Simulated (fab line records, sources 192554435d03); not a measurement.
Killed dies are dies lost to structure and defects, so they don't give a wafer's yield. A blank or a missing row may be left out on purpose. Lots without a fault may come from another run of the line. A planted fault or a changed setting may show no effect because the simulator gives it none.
Which tool did it? | flow n5_finfet | 8 lots, 24 wafers sampled, at 5 steps of a route of 1938

WHAT THE GAUGES READ, wafer by wafer
N5_BEOL_M4_RC_MEAS_101. Usual: DIBL_N 37.3 mV/V, standard deviation 2.3; DIBL_P 37.4 mV/V, standard deviation 2.9; IOFF_N 0.18 nA/um, standard deviation 0.045; IOFF_P 0.25 nA/um, standard deviation 0.054; ION_N 679 uA/um, standard deviation 15; ION_P 468 uA/um, standard deviation 9.7; SS_N 71.8 mV/dec, standard deviation 0.62; SS_P 73.6 mV/dec, standard deviation 0.76; VT_N 248 mV, standard deviation 4.1; VT_P -248 mV, standard deviation 3.6.
lot  | measured     | on        | DIBL_N (mV/V)  | DIBL_P (mV/V)  | IOFF_N (nA/um) | IOFF_P (nA/um) | ION_N (uA/um) | ION_P (uA/um) | SS_N (mV/dec)  | SS_P (mV/dec)  | VT_N (mV)   | VT_P (mV)      | flag
L732 | day 7 19:43  | prober-02 | 40.0 36.8 42.1 | 39.1 35.1 40.9 | 0.22 0.16 0.27 | 0.33 0.23 0.35 | 686 680 691   | 470 469 472   | 71.7 71.4 72.3 | 73.7 73.0 74.2 | 242 249 243 | -242 -248 -241 |
L734 | day 8 21:56  | prober-02 | 33.6 32.9 37.0 | 32.9 33.4 36.0 | 0.12 0.12 0.18 | 0.20 0.20 0.24 | 655 667 675   | 456 469 464   | 71.0 70.7 71.3 | 73.3 72.9 73.5 | 252 255 247 | -247 -248 -249 |
L735 | day 8 21:13  | prober-01 | 37.0 32.8 34.7 | 38.6 32.4 35.2 | 0.17 0.09 0.12 | 0.24 0.14 0.18 | 697 651 666   | 480 450 459   | 71.6 71.4 71.6 | 72.8 71.4 72.1 | 247 259 253 | -249 -254 -249 |
L743 | day 10 20:28 | prober-02 | 38.0 37.5 39.2 | 39.3 38.2 40.2 | 0.22 0.17 0.25 | 0.24 0.21 0.26 | 696 675 702   | 471 455 467   | 71.9 72.6 71.9 | 73.7 73.8 73.8 | 245 248 242 | -251 -253 -247 |
L746 | day 11 02:22 | prober-01 | 38.6 37.7 35.2 | 39.5 38.2 35.6 | 0.19 0.17 0.12 | 0.26 0.25 0.21 | 668 683 647   | 457 469 448   | 72.1 72.4 72.0 | 74.2 73.5 74.0 | 248 248 253 | -251 -251 -252 |
L747 | day 11 22:19 | prober-01 | 41.3 36.2 35.9 | 41.0 35.4 33.3 | 0.29 0.17 0.14 | 0.34 0.23 0.19 | 697 689 667   | 476 479 455   | 71.5 71.1 71.7 | 74.8 73.6 72.6 | 239 246 251 | -244 -246 -250 |
L750 | day 12 10:14 | prober-01 | 38.1 39.1 36.4 | 38.7 39.5 35.6 | 0.18 0.20 0.16 | 0.23 0.24 0.19 | 679 674 685   | 459 458 465   | 72.0 71.9 71.9 | 73.5 73.8 73.0 | 246 246 249 | -250 -250 -252 |
L755 | day 13 13:46 | prober-02 | 38.2 37.2 34.7 | 36.8 36.0 33.0 | 0.19 0.18 0.13 | 0.30 0.26 0.21 | 680 681 675   | 476 468 472   | 71.5 71.3 71.0 | 73.7 73.0 72.6 | 246 246 251 | -242 -246 -248 |

WHICH TOOL RAN EACH LOT (tool, then ch and the chambers of the sampled wafers, then the start)
lot  | N5_FIN_SAQP_DESCUM_21             | N5_FIN_SAQP_SPACER1_ALD_24       | N5_FIN_SAQP_ETCH_57               | N5_FIN_SAQP_HM_OPEN_33
L732 | rie_diel-06 ch 2,3, day 2 00:11   | ald_sin-01 ch 0,2,3, day 2 01:31 | rie_diel-04 ch 0,1,3, day 2 02:52 | rie_diel-06 ch 1,2,3, day 2 04:36
L734 | rie_diel-06 ch 1,2, day 2 11:42   | ald_sin-03 ch 2,3, day 2 12:55   | rie_diel-04 ch 1,2,3, day 2 14:04 | rie_diel-04 ch 0,1, day 2 15:46
L735 | rie_diel-04 ch 1,2, day 2 16:04   | ald_sin-01 ch 1,2, day 2 17:11   | rie_diel-06 ch 1,2, day 2 18:08   | rie_diel-04 ch 1,2,3, day 2 20:05
L743 | rie_diel-06 ch 0,1, day 4 16:56   | ald_sin-02 ch 2,3, day 4 18:53   | rie_diel-06 ch 0,1,3, day 4 19:52 | rie_diel-06 ch 0,1,3, day 4 21:32
L746 | rie_diel-04 ch 0,2,3, day 5 09:44 | ald_sin-03 ch 0,2,3, day 5 10:49 | rie_diel-04 ch 2,3, day 5 11:47   | rie_diel-02 ch 0,2,3, day 5 13:27
L747 | rie_diel-06 ch 1,2, day 5 16:48   | ald_sin-01 ch 1,2, day 5 17:55   | rie_diel-04 ch 1,2, day 5 18:58   | rie_diel-02 ch 0,1,2, day 5 20:45
L750 | rie_diel-06 ch 0,1,2, day 6 11:38 | ald_sin-03 ch 0,1,3, day 6 12:43 | rie_diel-04 ch 0,2,3, day 6 13:44 | rie_diel-04 ch 0,1,3, day 6 15:44
L755 | rie_diel-06 ch 0,1,3, day 7 17:09 | ald_sin-02 ch 1,2, day 7 18:14   | rie_diel-02 ch 0,2,3, day 7 19:12 | rie_diel-04 ch 1,3, day 7 20:48
- N5_FIN_SAQP_DESCUM_21: chemistry O2, time 7.9 s.
- N5_FIN_SAQP_SPACER1_ALD_24: deposits SiO2, target thk 20.3 nm, pulse time 1 s, purge time 2 s.
- N5_FIN_SAQP_ETCH_57: etches SiNx in CH3F/O2, target depth 32.5 nm, time 46.4 s.
- N5_FIN_SAQP_HM_OPEN_33: chemistry CH3F/O2, target SiNx, target depth 49.4 nm, time 70.6 s.

WHAT THE TOOLS THEMSELVES READ (means of the sampled wafers that have a number; where no wafer has one, the mark that the record gives instead)
N5_FIN_SAQP_DESCUM_21. Usual: drypump_motor_current_A 5.7 A, standard deviation 0.36; oes_product_au 0.79 a.u., standard deviation 0.093; rf_vpp_V 242.8 V, standard deviation 0.96; showerhead_plenum_p_Torr 2.06 Torr, standard deviation 0.055; temp_c 39.99 C, standard deviation 0.1; throttle_valve_pct 20.44 %, standard deviation 0.16.
lot  | tool        | drypump_motor_current_A (A) | oes_product_au (a.u.) | rf_vpp_V (V) | showerhead_plenum_p_Torr (Torr) | temp_c (C) | throttle_valve_pct (%) | flag
L732 | rie_diel-06 | 5.5                         | 0.94                  | 242.6        | 2.07                            | 39.97      | 20.34                  |
L734 | rie_diel-06 | 5.9                         | 0.71                  | 243.1        | 2.06                            | 40.01      | 20.78                  |
L735 | rie_diel-04 | 5.4                         | 0.80                  | 242.6        | 2.03                            | 40.06      | 20.49                  |
L743 | rie_diel-06 | 5.8                         | 0.78                  | 242.4        | 2.05                            | 40.04      | 20.37                  |
L746 | rie_diel-04 | 5.9                         | 0.76                  | 243.6        | 2.10                            | 39.89      | 20.46                  |
L747 | rie_diel-06 | 5.7                         | 0.82                  | 243.1        | 2.07                            | 40.06      | 20.58                  |
L750 | rie_diel-06 | 5.8                         | 0.79                  | 242.3        | 2.05                            | 40.06      | 20.49                  |
L755 | rie_diel-06 | 5.8                         | 0.81                  | 242.7        | 2.03                            | 39.91      | 20.38                  |

N5_FIN_SAQP_SPACER1_ALD_24. Usual: heater_power_outer_w 268 W, standard deviation 26; heater_power_w 489 W, standard deviation 38; precursor_pulse_height_rel 1.000, standard deviation 0.019.
lot  | tool       | heater_power_outer_w (W) | heater_power_w (W) | precursor_pulse_height_rel | flag
L732 | ald_sin-01 | 254                      | 483                | 1.003                      |
L734 | ald_sin-03 | 316                      | 546                | 1.013                      |
L735 | ald_sin-01 | 274                      | 534                | 1.001                      |
L743 | ald_sin-02 | 268                      | 474                | 1.002                      |
L746 | ald_sin-03 | 272                      | 502                | 0.981                      |
L747 | ald_sin-01 | 265                      | 500                | 0.995                      |
L750 | ald_sin-03 | 249                      | 467                | 0.979                      |
L755 | ald_sin-02 | 278                      | 481                | 1.019                      |

N5_FIN_SAQP_ETCH_57. Usual: drypump_motor_current_A 5.6 A, standard deviation 0.4; etch_rf_on_time_s 46.7 s, standard deviation 1.3; oes_ar_750_au 0.78 a.u., standard deviation 0.078; oes_product_au 0.66 a.u., standard deviation 0.07; rf_vpp_V 294 V, standard deviation 9.2; showerhead_plenum_p_Torr 1.98 Torr, standard deviation 0.052; throttle_valve_pct 16.37 %, standard deviation 0.18.
lot  | tool        | drypump_motor_current_A (A) | etch_rf_on_time_s (s) | oes_ar_750_au (a.u.) | oes_product_au (a.u.) | rf_vpp_V (V) | showerhead_plenum_p_Torr (Torr) | throttle_valve_pct (%) | flag
L732 | rie_diel-04 | 5.6                         | 44.9                  | 0.81                 | 0.69                  | 291          | 2.00                            | 16.43                  |
L734 | rie_diel-04 | 5.5                         | 46.0                  | 0.80                 | 0.68                  | 290          | 1.97                            | 16.43                  |
L735 | rie_diel-06 | 6.0                         | 48.0                  | 0.69                 | 0.60                  | 312          | 1.97                            | 16.75                  |
L743 | rie_diel-06 | 5.8                         | 46.1                  | 0.85                 | 0.74                  | 297          | 1.98                            | 16.37                  |
L746 | rie_diel-04 | 5.8                         | 61.1                  | 0.76                 | 0.56                  | 288          | 1.97                            | 16.37                  | OFF
L747 | rie_diel-04 | 5.4                         | 59.8                  | 0.76                 | 0.57                  | 288          | 1.95                            | 16.54                  | OFF
L750 | rie_diel-04 | 5.9                         | 58.3                  | 0.76                 | 0.55                  | 289          | 2.00                            | 16.40                  | OFF
L755 | rie_diel-02 | 5.3                         | 47.1                  | 0.78                 | 0.66                  | 298          | 2.02                            | 16.29                  |

N5_FIN_SAQP_HM_OPEN_33. Usual: drypump_motor_current_A 5.6 A, standard deviation 0.38; etch_rf_on_time_s 68.9 s, standard deviation 1.9; oes_ar_750_au 0.78 a.u., standard deviation 0.082; oes_product_au 0.67 a.u., standard deviation 0.074; rf_vpp_V 294 V, standard deviation 9.7; showerhead_plenum_p_Torr 1.99 Torr, standard deviation 0.048; throttle_valve_pct 16.39 %, standard deviation 0.18.
lot  | tool        | drypump_motor_current_A (A) | etch_rf_on_time_s (s) | oes_ar_750_au (a.u.) | oes_product_au (a.u.) | rf_vpp_V (V) | showerhead_plenum_p_Torr (Torr) | throttle_valve_pct (%) | flag
L732 | rie_diel-06 | 5.7                         | 69.8                  | 0.80                 | 0.70                  | 305          | 1.98                            | 16.52                  |
L734 | rie_diel-04 | 5.4                         | 67.9                  | 0.78                 | 0.67                  | 290          | 1.99                            | 16.51                  |
L735 | rie_diel-04 | 5.5                         | 69.2                  | 0.80                 | 0.68                  | 290          | 1.97                            | 16.44                  |
L743 | rie_diel-06 | 5.8                         | 68.1                  | 0.85                 | 0.73                  | 296          | 1.98                            | 16.37                  |
L746 | rie_diel-02 | 5.3                         | 68.6                  | 0.80                 | 0.68                  | 299          | 2.03                            | 16.26                  |
L747 | rie_diel-02 | 5.4                         | 69.2                  | 0.73                 | 0.64                  | 295          | 2.00                            | 16.16                  |
L750 | rie_diel-04 | 5.6                         | 67.4                  | 0.78                 | 0.65                  | 291          | 1.99                            | 16.51                  |
L755 | rie_diel-04 | 5.4                         | 67.7                  | 0.79                 | 0.66                  | 292          | 1.95                            | 16.55                  |

THE ANSWER, worked out from the rows above alone
Rule: a lot is off if the mean of its wafers that have a number lies more than 3 standard deviations from the usual mean. A lot without any number at a reading at which 4 lots or more have one is off too. The other lots that the step has rows for count as sound. The gauges are gone through in route order, then the tools' own readings, and for those a lot's mean is taken as printed above. The first step at which some lot is off is used, and at that step the reading that is off furthest; a lot without a number counts as furthest.
Off: L746, L747, L750, at N5_FIN_SAQP_ETCH_57 (etch_rf_on_time_s).
A tool fits if, at that step or a process step before it, it ran every lot that is off, and no sound lot after the first of them. One fits: rie_diel-04 at N5_FIN_SAQP_ETCH_57. Its last sound lot is L734 (day 2 14:04), its first lot that is off L746 (day 5 11:47): a fault that began between those two fits.
The tool's own readings at N5_FIN_SAQP_ETCH_57 bear it out: on the lots that are off they differ by more than 5 times the standard deviation of the sound lots' means. etch_rf_on_time_s reads 59.7 s there against 46.4 s on the sound lots.

WHAT THE SIMULATOR HAD PUT IN
Process parameter drift: rie_diel-04, from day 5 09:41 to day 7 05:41, at N5_FIN_SAQP_ETCH_57. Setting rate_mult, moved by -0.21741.
Lots struck among those shown: L746, L747, L750. The rule above found the same.
